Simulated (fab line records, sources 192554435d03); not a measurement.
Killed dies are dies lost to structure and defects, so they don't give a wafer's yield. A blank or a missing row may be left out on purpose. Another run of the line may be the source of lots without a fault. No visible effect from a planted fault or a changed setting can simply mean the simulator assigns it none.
Split-lot trial / flow n5 finfet / 21 wafers read from 7 lots, route of 1938 steps

THE SPLIT
At N5_PASSIVATION_PASS_ETCH_47 (etches SiNx in CF4/O2, target depth 770 nm, time 385 s), the setting time s was moved away from the recipe's 385 s on 4 of the 21 wafers read, by -11.0% to +20.8%. This setting was run at the recipe's value on the other wafers.

The reading is taken at the split's own step.

THE READING
etch.depth nm (the simulator's own value, which no gauge read), in nm, at N5_PASSIVATION_PASS_ETCH_47 (etches SiNx in CF4/O2, target depth 770 nm, time 385 s). There is no usual value for it anywhere in the file. The 17 wafers here that ran the recipe average 778.6 nm, standard deviation 13 nm.

wafer=L075.1; tool, chamber at the split=rie diel-02, 2; time s as run, s=385; against the recipe=recipe; etch.depth nm, nm=767.3; against lot-mates on the recipe=-
wafer=L075.3; tool, chamber at the split=rie diel-02, 0; time s as run, s=385; against the recipe=recipe; etch.depth nm, nm=760.9; against lot-mates on the recipe=-
wafer=L075.6; tool, chamber at the split=rie diel-02, 0; time s as run, s=385; against the recipe=recipe; etch.depth nm, nm=763.4; against lot-mates on the recipe=-
wafer=L081.2; tool, chamber at the split=rie diel-06, 0; time s as run, s=385; against the recipe=recipe; etch.depth nm, nm=785.8; against lot-mates on the recipe=-
wafer=L081.5; tool, chamber at the split=rie diel-06, 3; time s as run, s=385; against the recipe=recipe; etch.depth nm, nm=799; against lot-mates on the recipe=-
wafer=L081.6; tool, chamber at the split=rie diel-06, 2; time s as run, s=385; against the recipe=recipe; etch.depth nm, nm=761.5; against lot-mates on the recipe=-
wafer=L083.1; tool, chamber at the split=rie diel-04, 2; time s as run, s=385; against the recipe=recipe; etch.depth nm, nm=799.8; against lot-mates on the recipe=-
wafer=L083.3; tool, chamber at the split=rie diel-04, 0; time s as run, s=385; against the recipe=recipe; etch.depth nm, nm=782.5; against lot-mates on the recipe=-
wafer=L083.4; tool, chamber at the split=rie diel-04, 3; time s as run, s=385; against the recipe=recipe; etch.depth nm, nm=779.9; against lot-mates on the recipe=-
wafer=L086.2; tool, chamber at the split=rie diel-02, 2; time s as run, s=342.6; against the recipe=-11.0%; etch.depth nm, nm=691.4; against lot-mates on the recipe=-89.4
wafer=L086.4; tool, chamber at the split=rie diel-02, 3; time s as run, s=385; against the recipe=recipe; etch.depth nm, nm=789.2; against lot-mates on the recipe=-
wafer=L086.6; tool, chamber at the split=rie diel-02, 1; time s as run, s=385; against the recipe=recipe; etch.depth nm, nm=772.4; against lot-mates on the recipe=-
wafer=L088.1; tool, chamber at the split=rie diel-04, 0; time s as run, s=385; against the recipe=recipe; etch.depth nm, nm=776.4; against lot-mates on the recipe=-
wafer=L088.3; tool, chamber at the split=rie diel-04, 2; time s as run, s=385; against the recipe=recipe; etch.depth nm, nm=804.4; against lot-mates on the recipe=-
wafer=L088.6; tool, chamber at the split=rie diel-04, 0; time s as run, s=423; against the recipe=+9.9%; etch.depth nm, nm=862.8; against lot-mates on the recipe=+72.4
wafer=L093.1; tool, chamber at the split=rie diel-02, 1; time s as run, s=465.1; against the recipe=+20.8%; etch.depth nm, nm=932.3; against lot-mates on the recipe=+161.0
wafer=L093.2; tool, chamber at the split=rie diel-02, 3; time s as run, s=465.1; against the recipe=+20.8%; etch.depth nm, nm=928.9; against lot-mates on the recipe=+157.6
wafer=L093.4; tool, chamber at the split=rie diel-02, 2; time s as run, s=385; against the recipe=recipe; etch.depth nm, nm=771.3; against lot-mates on the recipe=-
wafer=L095.2; tool, chamber at the split=rie diel-02, 3; time s as run, s=385; against the recipe=recipe; etch.depth nm, nm=780; against lot-mates on the recipe=-
wafer=L095.4; tool, chamber at the split=rie diel-02, 1; time s as run, s=385; against the recipe=recipe; etch.depth nm, nm=779.9; against lot-mates on the recipe=-
wafer=L095.6; tool, chamber at the split=rie diel-02, 0; time s as run, s=385; against the recipe=recipe; etch.depth nm, nm=763.1; against lot-mates on the recipe=-

FIT RESULTS
A straight line over all 21 wafers: etch.depth nm changes by +7.49 nm for each +1% of time s; r = +0.97; the points scatter about the line by 13 nm.
The same after taking each lot's own level away (the mean of its wafers on the recipe; 21 wafers): +7.7 nm for each +1%; r = +0.99; scatter 9.6 nm.
That fit puts the effect of the largest move of time s on the reading at 1.6e+02 nm.
Measured against the standard deviation above, the lots' own levels, which go from 763.87 to 790.40 nm, span 2.0 times it.
Hence the lot-to-lot level has little effect on the slope; both slopes agree.
Check: +159 nm against its lot-mates is what the line predicts for one of the wafers moved furthest among these (+20.8%) when that wafer is left out of the fit. Against them it came out at +161 nm.

OTHER SPLITS ON THESE WAFERS
These wafers also went through other splits before the reading. Each is held against what the fit with the lots' levels taken away leaves over:
other split on the same wafers=N5_BEOL_M12_ILD_DEP_00 time s; wafers away from the commonest value=7; r with etch.depth nm (lot level and that fit taken away)=+0.11
other split on the same wafers=N5_BEOL_M13_ETCH_59 bias w; wafers away from the commonest value=4; r with etch.depth nm (lot level and that fit taken away)=+0.24
other split on the same wafers=N5_BEOL_M14_ILD_DEP_00 temp c; wafers away from the commonest value=7; r with etch.depth nm (lot level and that fit taken away)=+0.20
other split on the same wafers=N5_BEOL_M14_EXPOSE_07 dose mj; wafers away from the commonest value=7; r with etch.depth nm (lot level and that fit taken away)=-0.16
other split on the same wafers=N5_BEOL_M15_COAT_60 spin rpm; wafers away from the commonest value=8; r with etch.depth nm (lot level and that fit taken away)=-0.09
other split on the same wafers=N5_MIM_TOP_ALD_01 ald cycles; wafers away from the commonest value=7; r with etch.depth nm (lot level and that fit taken away)=-0.31

FILE'S OWN FIT
etch.depth nm changes by +7.69 nm for each +1% of time s, r = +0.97.
